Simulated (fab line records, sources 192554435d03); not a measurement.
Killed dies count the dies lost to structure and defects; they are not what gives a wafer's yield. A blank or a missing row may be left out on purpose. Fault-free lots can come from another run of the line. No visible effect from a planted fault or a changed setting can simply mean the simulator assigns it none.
Matching of chambers -- flow n5 finfet -- rie diel-06 running N5_BEOL_M0_STRIP_104: 4 sister chambers
The step strips in N2/H2. 8 wafers are shown with their chamber, then 9 later ones without.

## WAFERS PAIRED WITH THEIR CHAMBERS
wafer,chamber,drypump motor current A (A),showerhead plenum p Torr (Torr)
L079.5,2,5.1,2.64
L085.6,3,5.9,2.53
L088.1,3,5.9,2.53
L088.2,0,5.9,2.51
L088.3,1,5.7,2.56
L088.4,2,5.1,2.64
L088.5,0,6.0,2.51
L088.6,1,5.7,2.57

## WAFERS MISSING THEIR CHAMBER
wafer,drypump motor current A (A),showerhead plenum p Torr (Torr)
L096.1,6.0,2.50
L096.2,5.9,2.52
L096.3,5.0,2.62
L096.4,5.9,2.52
L096.5,6.0,2.50
L096.6,5.1,2.62
L094.1,5.9,2.50
L094.4,5.9,2.50
L094.5,5.9,2.52

## THE CHAMBER EACH PASSED THROUGH
wafer,from the rows above,in truth
L096.1,0,0
L096.2,can't be placed: 3 or 0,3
L096.3,2,2
L096.4,can't be placed: 3 or 0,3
L096.5,0,0
L096.6,2,2
L094.1,0,0
L094.4,0,0
L094.5,can't be placed: 3 or 0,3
6 of 9 placed correctly. Unplaceable from these rows: 3, with the true chamber sitting among the candidates in 3. Wrongly placed: 0.
How it was worked out, from the rows above alone: a wafer's distance from a chamber is the root of the sum, over the readings, of the square of ((its reading less the chamber's mean) divided by the reading's scatter). If the next closest chamber is less than 2 further off than the closest, the wafer can't be placed; otherwise it belongs to the closest. For every chamber, the mean is computed from those of its wafers that are shown. The scatter: take each reading less its chamber's mean, square it, sum over the shown wafers, divide by the number of wafers less the number of chambers, and take the root.
